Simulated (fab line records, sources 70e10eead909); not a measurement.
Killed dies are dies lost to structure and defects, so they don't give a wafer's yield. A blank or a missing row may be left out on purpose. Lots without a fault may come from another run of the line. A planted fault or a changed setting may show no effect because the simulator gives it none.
Which tool did it? | flow nand_harc | 24 lots, 72 wafers sampled, at 4 steps of a route of 1302

WHAT THE GAUGES READ, wafer by wafer
NHARC_A_CHANNEL_FILL_D1_INSPECT_13. Usual: raw_defect_count 307, standard deviation 140.
lot  | measured     | on                | raw_defect_count | flag
L074 | day 10 23:26 | defect_inspect-02 | 403 450 611      |
L075 | day 10 23:26 | defect_inspect-01 | 128 159 162      |
L076 | day 12 04:57 | defect_inspect-02 | 305 268 220      |
L077 | day 12 04:58 | defect_inspect-02 | 324 404 477      |
L078 | day 12 11:46 | defect_inspect-02 | 259 286 252      |
L079 | day 12 21:41 | defect_inspect-02 | 147 254 465      |
L080 | day 13 08:28 | defect_inspect-02 | 154 246 423      |
L081 | day 14 00:13 | defect_inspect-01 | 438 258 477      |
L082 | day 14 08:21 | defect_inspect-01 | 228 291 244      |
L083 | day 14 19:13 | defect_inspect-01 | 154 233 145      |
L085 | day 15 07:35 | defect_inspect-01 | 449 473 430      |
L084 | day 15 07:35 | defect_inspect-02 | 243 253 201      |
L086 | day 15 17:29 | defect_inspect-01 | 333 195 200      |
L087 | day 16 11:35 | defect_inspect-02 | 302 223 222      |
L088 | day 16 19:23 | defect_inspect-02 | 173 262 220      |
L089 | day 17 15:34 | defect_inspect-01 | 342 471 567      |
L091 | day 17 21:29 | defect_inspect-01 | 180 333 321      |
L090 | day 17 21:29 | defect_inspect-01 | 451 222 213      |
L092 | day 18 07:13 | defect_inspect-01 | 439 224 331      |
L093 | day 18 20:34 | defect_inspect-01 | 327 560 749      |
L094 | day 19 04:04 | defect_inspect-01 | 145 211 178      |
L095 | day 19 20:49 | defect_inspect-02 | 209 201 195      |
L097 | day 20 03:36 | defect_inspect-01 | 155 150 227      |
L096 | day 20 03:36 | defect_inspect-02 | 550 442 734      |

NHARC_A_CHANNEL_HOLE_D2_CD_MEAS_10: target cd 100 nm. Usual: cd_nm 100.2 nm, standard deviation 0.35.
lot  | measured     | on        | cd_nm (nm)        | flag
L074 | day 13 08:14 | cd_sem-03 | 100.3 100.1 100.7 |
L075 | day 13 08:38 | cd_sem-03 | 99.6 100.0 100.1  |
L076 | day 14 06:46 | cd_sem-01 | 99.9 100.2 100.2  |
L077 | day 14 07:28 | cd_sem-01 | 100.6 100.4 100.1 |
L078 | day 14 13:53 | cd_sem-01 | 100.8 100.2 99.8  |
L079 | day 15 03:41 | cd_sem-03 | 100.1 100.1 100.0 |
L080 | day 15 16:54 | cd_sem-01 | 99.7 99.9 100.0   |
L081 | day 16 01:44 | cd_sem-02 | 100.0 100.2 99.6  |
L082 | day 16 10:01 | cd_sem-02 | 99.6 100.3 100.6  |
L083 | day 17 02:25 | cd_sem-03 | 100.9 100.5 100.6 |
L085 | day 17 13:29 | cd_sem-01 | 100.3 100.1 99.7  |
L084 | day 17 12:36 | cd_sem-01 | 100.3 100.2 100.3 |
L086 | day 17 21:41 | cd_sem-02 | 100.1 100.4 99.9  |
L087 | day 18 13:49 | cd_sem-03 | 99.8 100.0 100.4  |
L088 | day 19 11:32 | cd_sem-01 | 99.3 99.7 100.4   |
L089 | day 19 21:29 | cd_sem-03 | 100.4 100.7 100.4 |
L091 | day 19 20:11 | cd_sem-03 | 100.2 100.2 100.5 |
L090 | day 19 20:20 | cd_sem-03 | 100.5 100.4 100.9 |
L092 | day 20 11:02 | cd_sem-02 | 100.1 99.4 99.8   |
L093 | day 21 03:55 | cd_sem-02 | 100.4 100.3 100.7 |
L094 | day 21 21:52 | cd_sem-03 | 99.5 99.8 99.6    |
L095 | day 22 00:57 | cd_sem-01 | 100.3 100.2 99.9  |
L097 | day 22 06:17 | cd_sem-03 | 100.0 99.5 99.8   |
L096 | day 22 06:26 | cd_sem-03 | 100.5 101.0 100.6 |

WHICH TOOL RAN EACH LOT (tool, then ch and the chambers of the sampled wafers, then the start)
lot  | NHARC_A_ONON_D2_DEP_33          | NHARC_A_CHANNEL_HOLE_D2_DEP_00
L074 | pecvd-02 ch 0,1,2, day 13 05:05 | acl_dep-01 ch 0, day 13 05:35
L075 | pecvd-02 ch 1,2, day 13 05:19   | acl_dep-02 ch 0, day 13 05:52
L076 | pecvd-03 ch 0,2, day 14 03:41   | acl_dep-02 ch 0, day 14 04:15
L077 | pecvd-02 ch 1,2, day 14 03:43   | acl_dep-01 ch 0, day 14 04:49
L078 | pecvd-03 ch 0,1, day 14 10:49   | acl_dep-01 ch 0, day 14 11:39
L079 | pecvd-01 ch 0,1, day 15 00:37   | acl_dep-03 ch 0, day 15 01:47
L080 | pecvd-02 ch 0,1, day 15 11:05   | acl_dep-03 ch 0, day 15 14:17
L081 | pecvd-01 ch 0,1, day 15 22:38   | acl_dep-02 ch 0, day 15 23:50
L082 | pecvd-02 ch 0,2, day 16 06:48   | acl_dep-01 ch 0, day 16 07:21
L083 | pecvd-02 ch 0,1,2, day 16 19:43 | acl_dep-02 ch 0, day 16 23:44
L085 | pecvd-03 ch 0,1, day 17 09:29   | acl_dep-02 ch 0, day 17 11:35
L084 | pecvd-02 ch 1,2, day 17 09:28   | acl_dep-03 ch 0, day 17 10:36
L086 | pecvd-03 ch 0,2, day 17 17:41   | acl_dep-02 ch 0, day 17 19:22
L087 | pecvd-03 ch 0,1,2, day 18 10:36 | acl_dep-03 ch 0, day 18 11:23
L088 | pecvd-01 ch 0,1,2, day 19 05:20 | acl_dep-01 ch 0, day 19 09:58
L089 | pecvd-01 ch 0,1,2, day 19 17:05 | acl_dep-02 ch 0, day 19 19:47
L091 | pecvd-03 ch 0,2, day 19 16:48   | acl_dep-01 ch 0, day 19 17:40
L090 | pecvd-02 ch 0,1,2, day 19 16:51 | acl_dep-03 ch 0, day 19 17:43
L092 | pecvd-02 ch 1,2, day 20 07:50   | acl_dep-02 ch 0, day 20 09:00
L093 | pecvd-01 ch 1,2, day 20 21:43   | acl_dep-03 ch 0, day 21 01:25
L094 | pecvd-03 ch 0,1,2, day 21 14:36 | acl_dep-01 ch 0, day 21 19:34
L095 | pecvd-03 ch 0,1,2, day 21 21:42 | acl_dep-03 ch 0, day 21 22:55
L097 | pecvd-01 ch 0,1, day 22 01:49   | acl_dep-02 ch 0, day 22 03:57
L096 | pecvd-03 ch 0,1, day 22 01:46   | acl_dep-01 ch 0, day 22 04:06
- NHARC_A_ONON_D2_DEP_33: deposits SiO2, target thk 200 nm.
- NHARC_A_CHANNEL_HOLE_D2_DEP_00: deposits aC, target thk 3100 nm.

WHAT THE TOOLS THEMSELVES READ (means of the sampled wafers that have a number; where no wafer has one, the mark that the record gives instead)
NHARC_A_ONON_D2_DEP_33. Usual: heater_power_w 613 W, standard deviation 100; throttle_valve_pct 16.2 %, standard deviation 0.48.
lot  | tool     | heater_power_w (W) | throttle_valve_pct (%) | flag
L074 | pecvd-02 | 615                | 16.0                   |
L075 | pecvd-02 | 633                | 15.8                   |
L076 | pecvd-03 | 633                | 16.1                   |
L077 | pecvd-02 | 639                | 16.3                   |
L078 | pecvd-03 | 576                | 16.0                   |
L079 | pecvd-01 | 656                | 16.3                   |
L080 | pecvd-02 | 640                | 15.7                   |
L081 | pecvd-01 | 715                | 16.4                   |
L082 | pecvd-02 | 521                | 16.6                   |
L083 | pecvd-02 | 609                | 16.2                   |
L085 | pecvd-03 | 575                | 15.4                   |
L084 | pecvd-02 | 603                | 16.3                   |
L086 | pecvd-03 | 685                | 16.4                   |
L087 | pecvd-03 | 589                | 16.0                   |
L088 | pecvd-01 | 569                | 16.5                   |
L089 | pecvd-01 | 648                | 16.4                   |
L091 | pecvd-03 | 707                | 16.6                   |
L090 | pecvd-02 | 608                | 15.7                   |
L092 | pecvd-02 | 633                | 15.7                   |
L093 | pecvd-01 | 496                | 16.6                   |
L094 | pecvd-03 | 625                | 16.2                   |
L095 | pecvd-03 | 613                | 16.2                   |
L097 | pecvd-01 | 726                | 15.9                   |
L096 | pecvd-03 | 543                | 15.8                   |

NHARC_A_CHANNEL_HOLE_D2_DEP_00. Usual: throttle_valve_pct 35.000 %, standard deviation 0.0091.
lot  | tool       | throttle_valve_pct (%) | flag
L074 | acl_dep-01 | 34.998                 |
L075 | acl_dep-02 | 35.005                 |
L076 | acl_dep-02 | 34.996                 |
L077 | acl_dep-01 | 35.001                 |
L078 | acl_dep-01 | 35.005                 |
L079 | acl_dep-03 | 34.999                 |
L080 | acl_dep-03 | 35.003                 |
L081 | acl_dep-02 | 34.997                 |
L082 | acl_dep-01 | 34.996                 |
L083 | acl_dep-02 | 35.003                 |
L085 | acl_dep-02 | 35.006                 |
L084 | acl_dep-03 | 35.005                 |
L086 | acl_dep-02 | 35.003                 |
L087 | acl_dep-03 | 35.003                 |
L088 | acl_dep-01 | 35.000                 |
L089 | acl_dep-02 | 34.997                 |
L091 | acl_dep-01 | 35.004                 |
L090 | acl_dep-03 | 35.002                 |
L092 | acl_dep-02 | 34.994                 |
L093 | acl_dep-03 | 34.997                 |
L094 | acl_dep-01 | 35.003                 |
L095 | acl_dep-03 | 34.993                 |
L097 | acl_dep-02 | 35.005                 |
L096 | acl_dep-01 | 35.004                 |

THE ANSWER, worked out from the rows above alone
Rule: a lot is off if the mean of its wafers that have a number lies more than 3 standard deviations from the usual mean. A lot without any number at a reading at which 4 lots or more have one is off too. The other lots that the step has rows for count as sound. The gauges are gone through in route order, then the tools' own readings, and for those a lot's mean is taken as printed above. The first step at which some lot is off is used, and at that step the reading that is off furthest; a lot without a number counts as furthest.
No lot is off at any reading shown: from this, nothing can be told.

WHAT THE SIMULATOR HAD PUT IN
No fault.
